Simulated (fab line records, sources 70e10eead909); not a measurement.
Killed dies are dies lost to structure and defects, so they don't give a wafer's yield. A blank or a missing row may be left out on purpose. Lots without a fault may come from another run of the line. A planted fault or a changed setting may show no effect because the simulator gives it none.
One fault seen from 2 desks | flow nand_harc | each desk has only its own numbers; what lay behind them comes last

THE DEFECT DESK
What the inspections along the route counted, lot by lot: means of the sampled wafers that have a number. A lot is out of limits, marked OUT, if its mean lies more than 4 standard deviations from the usual mean; the brackets give that distance.
Columns: A = raw_defect_count at NHARC_P_BONDPAD_INSPECT_23, usual 318; B = raw_defect_count at NHARC_A_START_INSPECT_01, usual 3.4
lot  | first seen here | A   | B
L985 | day 8 15:47     | 336 | 3.0
L989 | day 9 23:39     | 333 | 3.3
L994 | day 12 04:59    | 373 | 3.7
L997 | day 13 07:39    | 328 | 3.0
L102 | day 15 15:51    | 453 | 1.7
This desk's finding: nothing out of limits on any of the 5 lots.

THE METROLOGY DESK
What the gauges read, lot by lot, whatever tool the lot ran on: means of the sampled wafers that have a number. A lot is out of limits, marked OUT, if its mean lies more than 4 standard deviations from the usual mean; the brackets give that distance.
Columns: A = cd_nm at NHARC_P_BONDPAD_CD_MEAS_13, usual 500.7 nm; B = cd_nm at NHARC_A_ZERO_WELL_CD_MEAS_10, usual 2000.9 nm
lot  | first seen here | A     | B
L985 | day 8 13:31     | 498.6 | 2000.8
L989 | day 9 21:24     | 501.3 | 1999.8
L994 | day 12 02:46    | 502.6 | 2002.1
L997 | day 13 05:23    | 499.7 | 2002.5
L102 | day 15 13:34    | 500.7 | 2003.0
This desk's finding: nothing out of limits on any of the 5 lots.

PUT TOGETHER
The defect desk saw nothing out of limits.
The metrology desk saw nothing out of limits.

WHAT THE SIMULATOR HAD PUT IN
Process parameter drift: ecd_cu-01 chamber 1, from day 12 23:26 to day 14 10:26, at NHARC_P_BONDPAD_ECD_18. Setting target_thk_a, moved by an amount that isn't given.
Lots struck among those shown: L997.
